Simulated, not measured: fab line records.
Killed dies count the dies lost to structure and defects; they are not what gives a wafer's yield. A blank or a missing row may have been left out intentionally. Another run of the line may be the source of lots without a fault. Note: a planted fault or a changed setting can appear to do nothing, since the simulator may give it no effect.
fab line records | flow n5-finfet
record lots=10 | wafers=30 | last-day=17
route steps=1938 shown BEOL_M5@1132 PASSIVATION@1936
lots that met no fault: taken from a fault-free run of the same line
start-h: the number of hours between the record's first day and the start of the first shown wafer of the lot | wait-h: how many hours have passed since the lot's step before this one | " unchanged from the row above | L1.1+2: one row covering several wafers at once | - value missing, or start not given | * or withheld: withheld | < > ~ a bound
route shown NAME@n: a module of which the file shows steps, and the number in the route of the first | usual: the fault-free wafers' mean and standard deviation | same: alike in all rows | chamber/n: place in a boat | sites: readings site by site | _std_site: how widely they spread, as a standard deviation | _edge_site: the outer-site mean with the inner-site mean subtracted | radius-mm: how far each site lies from the wafer's centre | mask NAME#n: copy n | behind: the tool/chamber that last shaped the wafer | hold: why the lot was held/for how many hours/how that ended | device: transistor that didn't switch, given as n, p or np | end of line: tests of these same wafers at the route's end | where a step has no rows: the recipe by itself | killed: dies lost to structure and defects at the first sort, not the wafer's yield | map: the dies of a wafer, with x for killed, . for not killed, _ for no die there
set.NAME: the run value of the setting; set.NAME@STEP: its run value at that earlier step | model.NAME: the simulator's own value behind a step, which no gauge read
steps of the route over a sample of lots; a table a step, a row a wafer
services: from which hour (start-h, from the record's first day; less than 0 if before it) a tool's chamber was out of use, for how many hours, and why
## steps
# step N5_BEOL_M5_ETCH_62
# recipe chemistry=N2/H2 | target=SOC | target-depth-a=750 | overetch-a=150 | mask-material=SiARC | temp-c=40 | time-s=112.5 | ion-energy-ev=200 | pressure-mtorr=30 | source-w=840 | bias-w=150 | n2-flow-sccm=200 | h2-flow-sccm=200
# usual drypump-motor-current-A=5.91/0.27 | oes-product-au=0.60/0.054 | rf-vpp-V=523.9/1.8 | showerhead-plenum-p-Torr=2.54/0.071 | throttle-valve-pct=17.77/0.23
lot.wafer | tool        | chamber | start-h | wait-h | drypump-motor-current-A | oes-product-au | rf-hours-counter-h | rf-vpp-V | showerhead-plenum-p-Torr | throttle-valve-pct
L641.3    | rie-diel-03 | 3       | 163.03  | 0.0    | 5.83                    | 0.57           | 219                | 525.7    | 2.63                     | 17.73
L641.4    | "           | 1       | "       | "      | 5.48                    | 0.56           | 200                | 523.1    | 2.52                     | 18.11
L641.5    | "           | 1       | "       | "      | 5.50                    | 0.56           | -                  | 524.2    | 2.52                     | 18.12
L642.2    | rie-diel-03 | 3       | 170.99  | 0.0    | 5.79                    | 0.57           | 221                | 526.3    | 2.62                     | 17.75
L642.4    | "           | 0       | "       | "      | 5.72                    | 0.60           | 163                | 521.3    | 2.42                     | 17.77
L642.6    | "           | 2       | "       | "      | 6.05                    | 0.64           | -                  | 525.3    | 2.58                     | 17.90
L643.2    | rie-diel-02 | 0       | 180.82  | 0.0    | 5.50                    | 0.72           | 18                 | 523.9    | 2.48                     | 17.53
L643.5    | "           | 0       | "       | "      | 5.51                    | 0.72           | -                  | 521.6    | 2.48                     | 17.54
L643.6    | "           | 3       | "       | "      | 6.16                    | 0.71           | -                  | 522.9    | 2.52                     | 17.70
L647.1    | rie-diel-03 | 3       | 190.18  | 0.0    | 5.82                    | 0.57           | 226                | 526.3    | 2.62                     | 17.75
L647.3    | "           | 1       | "       | "      | 5.51                    | 0.56           | 207                | 522.7    | 2.52                     | 18.13
L647.5    | "           | 2       | "       | "      | 6.05                    | 0.63           | -                  | 524.5    | 2.58                     | 17.89
L651.2    | rie-diel-03 | 0       | 232.03  | 0.0    | 5.78                    | 0.59           | 182                | 521.1    | 2.42                     | 17.81
L651.3    | "           | 2       | "       | "      | 6.07                    | 0.62           | 100                | 525.7    | 2.58                     | 17.92
L651.6    | "           | 3       | "       | "      | 5.86                    | 0.56           | -                  | 524.1    | 2.62                     | 17.80
L653.1    | rie-diel-03 | 3       | 238.87  | 0.0    | 5.84                    | 0.56           | 241                | 526.2    | 2.62                     | 17.78
L653.2    | "           | 1       | "       | "      | 5.48                    | 0.55           | 223                | 522.8    | 2.51                     | 18.15
L653.5    | "           | 2       | "       | "      | 6.02                    | 0.62           | -                  | 525.0    | 2.57                     | 17.91
L657.2    | rie-diel-03 | 0       | 263.64  | 0.0    | 5.75                    | 0.59           | 186                | 519.7    | 2.41                     | 17.80
L657.5    | "           | 2       | "       | "      | 6.07                    | 0.60           | -                  | 525.3    | 2.57                     | 17.93
L657.6    | "           | 3       | "       | "      | 5.89                    | 0.55           | -                  | 526.5    | 2.61                     | 17.80
L659.2    | rie-diel-06 | 0       | 282.89  | 0.0    | 5.80                    | 0.56           | 203                | 524.8    | 2.66                     | 18.09
L659.3    | "           | 1       | "       | "      | 6.48                    | 0.65           | 84                 | 522.6    | 2.55                     | 17.39
L659.5    | "           | 3       | "       | "      | 5.78                    | 0.55           | -                  | 523.3    | 2.50                     | 18.12
L663.3    | rie-diel-06 | 2       | 305.59  | 0.0    | 6.06                    | 0.54           | 235                | 521.5    | 2.47                     | 17.62
L663.5    | "           | 0       | "       | "      | 5.76                    | 0.56           | -                  | 525.0    | 2.66                     | 18.10
L663.6    | "           | 2       | "       | "      | 6.06                    | 0.54           | -                  | 523.0    | 2.47                     | 17.63
L664.1    | rie-diel-06 | 0       | 307.88  | 0.0    | 5.82                    | 0.56           | 213                | 526.2    | 2.66                     | 18.11
L664.2    | "           | 1       | "       | "      | 6.51                    | 0.64           | 93                 | 522.8    | 2.54                     | 17.42
L664.6    | "           | 2       | "       | "      | 6.03                    | 0.54           | -                  | 523.7    | 2.47                     | 17.64
# step N5_BEOL_M5_HM_OPEN_17
# recipe chemistry=Cl2/BCl3 | target-depth-a=200 | overetch-a=60 | target=TiN | mask-material=SOC | ion-energy-ev=150 | pressure-mtorr=10 | icp-w=1000 | bias-w=126 | Cl2_flow_sccm=53.25 | bcl3-flow-sccm=21.75 | Ar_flow_sccm=25
# usual drypump-motor-current-A=5.6/0.43 | oes-product-au=0.67/0.049 | throttle-valve-pct=22.08/0.15
lot.wafer | tool         | chamber | start-h | wait-h | drypump-motor-current-A | oes-product-au | rf-hours-counter-h | throttle-valve-pct
L641.3    | rie-metal-02 | 1       | 163.22  | 0.1    | 5.1                     | 0.65           | -                  | 21.96
L641.4    | "            | 0       | "       | "      | 6.2                     | 0.63           | -                  | 22.30
L641.5    | "            | 0       | "       | "      | 6.2                     | 0.63           | -                  | 22.29
L642.2    | rie-metal-02 | 1       | 171.16  | 0.0    | 5.1                     | 0.65           | 44                 | 21.96
L642.4    | "            | 1       | "       | "      | 5.1                     | 0.66           | -                  | 21.95
L642.6    | "            | 0       | "       | "      | 6.2                     | 0.63           | -                  | 22.33
L643.2    | rie-metal-02 | 0       | 180.98  | 0.0    | 6.2                     | 0.62           | 62                 | 22.31
L643.5    | "            | 1       | "       | "      | 5.2                     | 0.64           | -                  | 21.97
L643.6    | "            | 0       | "       | "      | 6.2                     | 0.63           | -                  | 22.32
L647.1    | rie-metal-02 | 1       | 190.35  | 0.0    | 5.1                     | 0.66           | 46                 | 21.96
L647.3    | "            | 1       | "       | "      | 5.1                     | 0.65           | -                  | 21.97
L647.5    | "            | 1       | "       | "      | 5.1                     | 0.66           | -                  | 21.95
L651.2    | rie-metal-02 | 1       | 232.20  | 0.0    | 5.1                     | 0.63           | 50                 | 21.98
L651.3    | "            | 0       | "       | "      | 6.2                     | 0.62           | -                  | 22.32
L651.6    | "            | 0       | "       | "      | 6.2                     | 0.63           | -                  | 22.31
L653.1    | rie-metal-02 | 1       | 239.04  | 0.0    | 5.2                     | 0.63           | 51                 | 21.95
L653.2    | "            | 0       | "       | "      | 6.2                     | 0.63           | 67                 | 22.31
L653.5    | "            | 0       | "       | "      | 6.2                     | 0.62           | -                  | 22.33
L657.2    | rie-metal-03 | 1       | 263.81  | 0.0    | 5.7                     | 0.64           | 45                 | 22.16
L657.5    | "            | 1       | "       | "      | 5.7                     | 0.64           | -                  | 22.16
L657.6    | "            | 0       | "       | "      | 5.2                     | 0.72           | -                  | 22.11
L659.2    | rie-metal-03 | 1       | 283.06  | 0.0    | 5.7                     | 0.64           | 46                 | 22.15
L659.3    | "            | 1       | "       | "      | 5.7                     | 0.64           | -                  | 22.14
L659.5    | "            | 0       | "       | "      | 5.2                     | 0.74           | -                  | 22.10
L663.3    | rie-metal-03 | 1       | 305.79  | 0.1    | 5.7                     | 0.64           | -                  | 22.16
L663.5    | "            | 1       | "       | "      | 5.7                     | 0.63           | -                  | 22.18
L663.6    | "            | 0       | "       | "      | 5.2                     | 0.72           | -                  | 22.10
L664.1    | rie-metal-01 | 0       | 308.05  | 0.0    | 5.9                     | 0.65           | 50                 | 21.90
L664.2    | "            | 1       | "       | "      | 5.2                     | 0.73           | 15                 | 21.98
L664.6    | "            | 0       | "       | "      | 5.9                     | 0.65           | -                  | 21.92
# step N5_BEOL_M5_INSPECT_30
# recipe mode=adi | inspect-instrument=brightfield
# usual raw-defect-count=382/83
lot.wafer | tool              | chamber | start-h | wait-h | raw-defect-count
L641.3    | defect-inspect-02 | -       | 164.23  | 0.0    | 381
L641.4    | "                 | -       | "       | "      | 365
L641.5    | "                 | -       | "       | "      | 270
L642.2    | defect-inspect-01 | -       | 171.81  | 0.0    | 534
L642.4    | "                 | -       | "       | "      | 370
L642.6    | "                 | -       | "       | "      | 528
L643.2    | defect-inspect-01 | -       | 181.84  | 0.0    | 301
L643.5    | "                 | -       | "       | "      | 375
L643.6    | "                 | -       | "       | "      | 279
L647.1    | defect-inspect-01 | -       | 192.07  | 0.1    | 290
L647.3    | "                 | -       | "       | "      | 388
L647.5    | "                 | -       | "       | "      | 636
L651.2    | defect-inspect-01 | -       | 233.19  | 0.0    | 808
L651.3    | "                 | -       | "       | "      | 817
L651.6    | "                 | -       | "       | "      | 1057
L653.1    | defect-inspect-01 | -       | 239.65  | 0.1    | 937
L653.2    | "                 | -       | "       | "      | 921
L653.5    | "                 | -       | "       | "      | 984
L657.2    | defect-inspect-02 | -       | 265.33  | 0.0    | 358
L657.5    | "                 | -       | "       | "      | 386
L657.6    | "                 | -       | "       | "      | 397
L659.2    | defect-inspect-02 | -       | 283.80  | 0.0    | 353
L659.3    | "                 | -       | "       | "      | 352
L659.5    | "                 | -       | "       | "      | 363
L663.3    | defect-inspect-02 | -       | 306.48  | 0.0    | 448
L663.5    | "                 | -       | "       | "      | 335
L663.6    | "                 | -       | "       | "      | 357
L664.1    | defect-inspect-02 | -       | 309.80  | 0.1    | 338
L664.2    | "                 | -       | "       | "      | 467
L664.6    | "                 | -       | "       | "      | 303
# step N5_BEOL_M5_ETCH_68
# recipe chemistry=N2/H2 | target=SOC | target-depth-a=800 | overetch-a=160 | mask-material=SiARC | temp-c=40 | time-s=120 | ion-energy-ev=200 | pressure-mtorr=30 | source-w=840 | bias-w=150 | n2-flow-sccm=200 | h2-flow-sccm=200
# usual drypump-motor-current-A=5.91/0.28 | oes-product-au=0.59/0.051 | rf-vpp-V=524.0/2.1 | showerhead-plenum-p-Torr=2.55/0.076 | throttle-valve-pct=17.74/0.24
lot.wafer | tool        | chamber | start-h | wait-h | drypump-motor-current-A | oes-product-au | rf-hours-counter-h | rf-vpp-V | showerhead-plenum-p-Torr | throttle-valve-pct
L641.3    | rie-diel-03 | 2       | 164.55  | 0.0    | 6.04                    | 0.61           | 81                 | 524.3    | 2.58                     | 17.87
L641.4    | "           | 1       | "       | "      | 5.46                    | 0.54           | 201                | 525.6    | 2.52                     | 18.10
L641.5    | "           | 0       | "       | "      | 5.73                    | 0.58           | -                  | 520.4    | 2.42                     | 17.76
L642.2    | rie-diel-06 | 0       | 171.95  | 0.0    | 5.78                    | 0.56           | 170                | 527.3    | 2.68                     | 18.05
L642.4    | "           | 1       | "       | "      | 6.51                    | 0.66           | 53                 | 525.0    | 2.56                     | 17.35
L642.6    | "           | 1       | "       | "      | 6.45                    | 0.66           | -                  | 525.2    | 2.56                     | 17.36
L643.2    | rie-diel-03 | 1       | 181.96  | 0.0    | 5.48                    | 0.54           | 205                | 524.4    | 2.52                     | 18.10
L643.5    | "           | 2       | "       | "      | 6.04                    | 0.61           | -                  | 524.0    | 2.58                     | 17.89
L643.6    | "           | 3       | "       | "      | 5.84                    | 0.54           | -                  | 526.2    | 2.62                     | 17.74
L647.1    | rie-diel-02 | 1       | 192.23  | 0.0    | 5.97                    | 0.63           | 67                 | 528.2    | 2.68                     | 17.45
L647.3    | "           | 0       | "       | "      | 5.47                    | 0.69           | 21                 | 522.4    | 2.48                     | 17.53
L647.5    | "           | 3       | "       | "      | 6.12                    | 0.69           | -                  | 523.1    | 2.51                     | 17.71
L651.2    | rie-diel-06 | 1       | 233.30  | 0.0    | 6.49                    | 0.64           | 70                 | 524.3    | 2.55                     | 17.36
L651.3    | "           | 3       | "       | "      | 5.78                    | 0.53           | 230                | 523.5    | 2.51                     | 18.10
L651.6    | "           | 0       | "       | "      | 5.80                    | 0.54           | -                  | 527.2    | 2.67                     | 18.06
L653.1    | rie-diel-06 | 3       | 239.76  | 0.0    | 5.78                    | 0.54           | 232                | 522.2    | 2.51                     | 18.09
L653.2    | "           | 1       | "       | "      | 6.50                    | 0.64           | 73                 | 525.5    | 2.55                     | 17.38
L653.5    | "           | 0       | "       | "      | 5.79                    | 0.55           | -                  | 525.8    | 2.67                     | 18.06
L657.2    | rie-diel-03 | 2       | 265.44  | 0.0    | 6.04                    | 0.59           | 112                | 524.3    | 2.57                     | 17.93
L657.5    | "           | 0       | "       | "      | 5.76                    | 0.57           | -                  | 520.3    | 2.41                     | 17.80
L657.6    | "           | 1       | "       | "      | 5.50                    | 0.53           | -                  | 523.8    | 2.50                     | 18.17
L659.2    | rie-diel-02 | 0       | 283.91  | 0.0    | 5.50                    | 0.65           | 50                 | 523.1    | 2.47                     | 17.58
L659.3    | "           | 2       | "       | "      | 5.98                    | 0.55           | 200                | 523.7    | 2.53                     | 17.73
L659.5    | "           | 1       | "       | "      | 5.96                    | 0.61           | -                  | 527.9    | 2.67                     | 17.50
L663.3    | rie-diel-06 | 1       | 307.02  | 0.0    | 6.51                    | 0.63           | 93                 | 524.2    | 2.54                     | 17.42
L663.5    | "           | 2       | "       | "      | 6.02                    | 0.53           | -                  | 522.0    | 2.47                     | 17.63
L663.6    | "           | 0       | "       | "      | 5.77                    | 0.54           | -                  | 526.6    | 2.66                     | 18.11
L664.1    | rie-diel-02 | 3       | 309.91  | 0.0    | 6.14                    | 0.63           | 51                 | 523.8    | 2.50                     | 17.78
L664.2    | "           | 0       | "       | "      | 5.48                    | 0.64           | 58                 | 522.9    | 2.46                     | 17.60
L664.6    | "           | 1       | "       | "      | 5.97                    | 0.60           | -                  | 528.1    | 2.66                     | 17.51
# step N5_BEOL_M5_STRIP_36
# recipe chemistry=N2/H2 | power-w=450 | temp-c=40 | pressure-mtorr=20 | rf-frequency-hz=6e+07 | overash-fraction=0.3 | bias-power-w=7 | h2-frac=0.5 | n2-flow-sccm=200 | h2-flow-sccm=200
# usual drypump-motor-current-A=5.92/0.28 | oes-product-au=0.77/0.075 | rf-vpp-V=59.1/1.4 | showerhead-plenum-p-Torr=2.54/0.076 | throttle-valve-pct=23.54/0.27
lot.wafer | tool        | chamber | start-h | wait-h | drypump-motor-current-A | oes-product-au | rf-hours-counter-h | rf-vpp-V | showerhead-plenum-p-Torr | throttle-valve-pct
L641.3    | rie-diel-03 | 2       | 164.70  | 0.0    | 6.05                    | 0.82           | 81                 | 60.0     | 2.58                     | 23.72
L641.4    | "           | 1       | "       | "      | 5.52                    | 0.70           | 201                | 58.1     | 2.51                     | 23.81
L641.5    | "           | 0       | "       | "      | 5.78                    | 0.76           | -                  | 57.2     | 2.42                     | 23.53
L642.2    | rie-diel-06 | 0       | 172.10  | 0.0    | 5.82                    | 0.71           | 170                | 60.2     | 2.67                     | 23.89
L642.4    | "           | 1       | "       | "      | 6.50                    | 0.86           | 53                 | 60.0     | 2.56                     | 23.20
L642.6    | "           | 1       | "       | "      | 6.51                    | 0.86           | -                  | 55.9     | 2.56                     | 23.24
L643.2    | rie-diel-03 | 1       | 182.10  | 0.0    | 5.48                    | 0.70           | 205                | 59.6     | 2.51                     | 23.85
L643.5    | "           | 2       | "       | "      | 6.07                    | 0.80           | -                  | 58.8     | 2.58                     | 23.72
L643.6    | "           | 3       | "       | "      | 5.86                    | 0.70           | -                  | 62.8     | 2.62                     | 23.53
L647.1    | rie-diel-02 | 1       | 192.38  | 0.0    | 5.96                    | 0.82           | 67                 | 58.9     | 2.67                     | 23.15
L647.3    | "           | 0       | "       | "      | 5.48                    | 0.93           | 21                 | 60.4     | 2.47                     | 23.46
L647.5    | "           | 3       | "       | "      | 6.15                    | 0.92           | -                  | 58.5     | 2.51                     | 23.77
L651.2    | rie-diel-06 | 1       | 233.45  | 0.0    | 6.47                    | 0.84           | 70                 | 59.9     | 2.55                     | 23.27
L651.3    | "           | 3       | "       | "      | 5.79                    | 0.70           | 230                | 57.4     | 2.50                     | 23.80
L651.6    | "           | 0       | "       | "      | 5.80                    | 0.71           | -                  | 58.3     | 2.66                     | 23.91
L653.1    | rie-diel-06 | 3       | 239.91  | 0.0    | 5.79                    | 0.69           | 232                | 60.4     | 2.50                     | 23.78
L653.2    | "           | 1       | "       | "      | 6.51                    | 0.85           | 73                 | 62.3     | 2.55                     | 23.23
L653.5    | "           | 0       | "       | "      | 5.81                    | 0.70           | -                  | 59.9     | 2.66                     | 23.93
L657.2    | rie-diel-03 | 2       | 265.59  | 0.0    | 6.06                    | 0.78           | 112                | 57.9     | 2.57                     | 23.77
L657.5    | "           | 0       | "       | "      | 5.74                    | 0.74           | -                  | 58.6     | 2.41                     | 23.54
L657.6    | "           | 1       | "       | "      | 5.46                    | 0.69           | -                  | 60.6     | 2.50                     | 23.88
L659.2    | rie-diel-02 | 0       | 284.06  | 0.0    | 5.45                    | 0.87           | 50                 | 58.2     | 2.46                     | 23.54
L659.3    | "           | 2       | "       | "      | 5.97                    | 0.71           | 200                | 58.9     | 2.52                     | 23.51
L659.5    | "           | 1       | "       | "      | 5.96                    | 0.79           | -                  | 62.7     | 2.66                     | 23.18
L663.3    | rie-diel-06 | 1       | 307.16  | 0.0    | 6.52                    | 0.82           | 93                 | 59.6     | 2.54                     | 23.29
L663.5    | "           | 2       | "       | "      | 6.05                    | 0.68           | -                  | 54.9     | 2.47                     | 23.12
L663.6    | "           | 0       | "       | "      | 5.79                    | 0.68           | -                  | 59.8     | 2.65                     | 23.93
L664.1    | rie-diel-02 | 3       | 310.06  | 0.0    | 6.11                    | 0.84           | 51                 | 59.6     | 2.49                     | 23.81
L664.2    | "           | 0       | "       | "      | 5.44                    | 0.85           | 58                 | 60.6     | 2.46                     | 23.56
L664.6    | "           | 1       | "       | "      | 5.99                    | 0.79           | -                  | 60.2     | 2.66                     | 23.19
# step N5_PASSIVATION_PROBE_49
# usual defect-limited-yield=91.1/1.5 | killed_at_M0_to_M3=35/11 | killed_at_M4_up=13/5.7 | killed-at-contacts=12/5.7 | killed-at-front-end=40/11 | killed-at-other=4/4.4 | killed-dies=105/18 | killed-open=68/14 | killed-short=34/7.4 | sort_bin_5_function=5.2/1 | sort_bin_6_memory=3.3/0.67 | sort_bin_8_speed=0.04/0.29 | sort-n-pass=1074/18 | sort-yield-pct=91.0/1.5
# same gross-dies=1180 | killed-at-back-side=0 | sort_bin_4_leakage[%]=0
lot.wafer | tool      | chamber | start-h | wait-h | defect-limited-yield[%] | killed_at_M0_to_M3 | killed_at_M4_up | killed-at-contacts | killed-at-front-end | killed-at-other | killed-dies | killed-open | killed-short | sort_bin_5_function[%] | sort_bin_6_memory[%] | sort_bin_8_speed[%] | sort-n-pass | sort-yield-pct[%]
L651.2    | prober-01 | -       | 320.56  | 0.1    | 82.4                    | 29                 | 118             | 13                 | 47                  | 1               | 208         | 70          | 23           | 11.5                   | 4.3                  | 0                   | 972         | 82.4
L651.3    | prober-01 | -       | 320.61  | 0.1    | 87.8                    | 25                 | 52              | 5                  | 61                  | 1               | 144         | 75          | 26           | 6.9                    | 4.0                  | 0                   | 1036        | 87.8
L651.6    | prober-01 | -       | 320.76  | 0.3    | 89.9                    | 26                 | 48              | 10                 | 35                  | 0               | 119         | 62          | 19           | 6.1                    | 2.9                  | 0                   | 1061        | 89.9
L653.1    | prober-01 | -       | 327.48  | 0.0    | 78.8                    | 46                 | 132             | 23                 | 46                  | 3               | 250         | 82          | 34           | 13.0                   | 5.4                  | 0                   | 930         | 78.8
L653.2    | prober-01 | -       | 327.53  | 0.1    | 86.8                    | 42                 | 53              | 12                 | 48                  | 1               | 156         | 74          | 40           | 9.2                    | 3.0                  | 0                   | 1024        | 86.8
L653.5    | prober-01 | -       | 327.68  | 0.2    | 89.6                    | 31                 | 50              | 12                 | 29                  | 1               | 123         | 64          | 14           | 6.2                    | 3.2                  | 0                   | 1057        | 89.6
# killed by level:class
L651.2 BEOL_M5:unspecified=113 STI_FIN_REVEAL:geometric-particle:open=22 MOL_CONTACT_COAG:geometric-particle:open=11 BEOL_M0_SAQP:geometric-particle:short=8 BEOL_M0_SAQP:geometric-particle:open=6 DUMMY_GATE:geometric-particle:open=5 BEOL_M1:geometric-particle:open=5 BEOL_M2:geometric-particle:open=5
L651.3 BEOL_M5:unspecified=42 STI_FIN_REVEAL:geometric-particle:open=30 FIN_SAQP:geometric-particle:open=11 STI_FIN_REVEAL:geometric-particle:short=7 BEOL_M0_SAQP:geometric-particle:short=7 BEOL_M0_SAQP:geometric-particle:open=5 BEOL_M1:geometric-particle:open=5 DUMMY_GATE:geometric-particle:open=4
L651.6 BEOL_M5:unspecified=37 STI_FIN_REVEAL:geometric-particle:open=10 MOL_CONTACT_COAG:geometric-particle:open=9 BEOL_M2:geometric-particle:open=9 DUMMY_GATE:geometric-particle:open=7 BEOL_M0_SAQP:geometric-particle:short=7 BEOL_M0_SAQP:geometric-particle:open=5 BEOL_M5:geometric-particle:open=4
L653.1 BEOL_M5:unspecified=122 MOL_CONTACT_COAG:geometric-particle:open=20 BEOL_M0_SAQP:geometric-particle:open=16 BEOL_M0_SAQP:geometric-particle:short=13 FIN_SAQP:geometric-particle:open=11 FIN_SAQP:geometric-particle:short=9 HKMG_FIN:area-etch=8 STI_FIN_REVEAL:geometric-particle:open=7
L653.2 BEOL_M5:unspecified=42 FIN_SAQP:geometric-particle:open=11 FIN_SAQP:geometric-particle:short=10 MOL_CONTACT_COAG:geometric-particle:open=10 BEOL_M1:geometric-particle:open=10 BEOL_M0_SAQP:geometric-particle:open=8 BEOL_M0_SAQP:geometric-particle:short=8 BEOL_M4:geometric-particle:open=7
L653.5 BEOL_M5:unspecified=36 BEOL_M1:geometric-particle:open=11 MOL_CONTACT_COAG:geometric-particle:open=10 FIN_SAQP:geometric-particle:open=8 BEOL_M0_SAQP:geometric-particle:open=7 BEOL_M3:geometric-particle:open=6 BEOL_M4:geometric-particle:open=6 FIN_CUT:area-etch=6
## services
tool         | chamber | start-h | hours | kind
rie-metal-03 | -       | 169.47  | 2.0   | repair
rie-metal-02 | -       | 170.17  | 0.7   | repair
rie-metal-02 | 0       | 186.25  | 6.2   | repair
rie-diel-03  | -       | 220.73  | 0.9   | repair
rie-diel-02  | 3       | 229.20  | 1.3   | repair
rie-diel-03  | 0       | 237.94  | 16.9  | repair
rie-metal-01 | -       | 242.11  | 2.8   | pm
rie-metal-03 | -       | 244.88  | 15.6  | pm
rie-diel-03  | 3       | 265.27  | -     | clean
rie-diel-03  | 3       | 265.27  | -     | consumable-replace:esc
rie-diel-03  | 3       | 265.27  | -     | consumable-replace:focus-ring
rie-diel-03  | 3       | 265.27  | 20.3  | scheduled-down
rie-diel-03  | 3       | 265.27  | 20.3  | vent-cycle
rie-metal-02 | -       | 268.80  | 1.4   | pm
rie-metal-03 | -       | 275.15  | 2.8   | pm
rie-diel-06  | 3       | 300.38  | -     | clean
rie-diel-06  | 3       | 300.38  | -     | consumable-replace:focus-ring
rie-diel-06  | 3       | 300.38  | 24.3  | scheduled-down
rie-diel-06  | 3       | 300.38  | 24.3  | vent-cycle
## key
first-sign step=N5_BEOL_M5_INSPECT_30 | reading=raw-defect-count | direction=up | sigmas=6.5 | usual=382 | struck=921
effect step=N5_PASSIVATION_PROBE_49 | reading=killed_at_M4_up | direction=up | sigmas=11 | usual=13 | struck=76
more-kills-born-at N5_BEOL_M5_HM_OPEN_17@rie-metal-02=392
met-at N5_BEOL_M5_HM_OPEN_17
struck-lots L651,L653
not-acting-at N5_BEOL_M5_ETCH_62,N5_BEOL_M5_ETCH_68,N5_BEOL_M5_STRIP_36
onset-between 190.35 232.20
fault kind=chamber-particle-source | tool=rie-metal-02 | chamber=- | onset-h=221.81 | steps=N5_BEOL_M5_HM_OPEN_17 | rate-per-visit-cm2=0.78051 | end-h=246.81
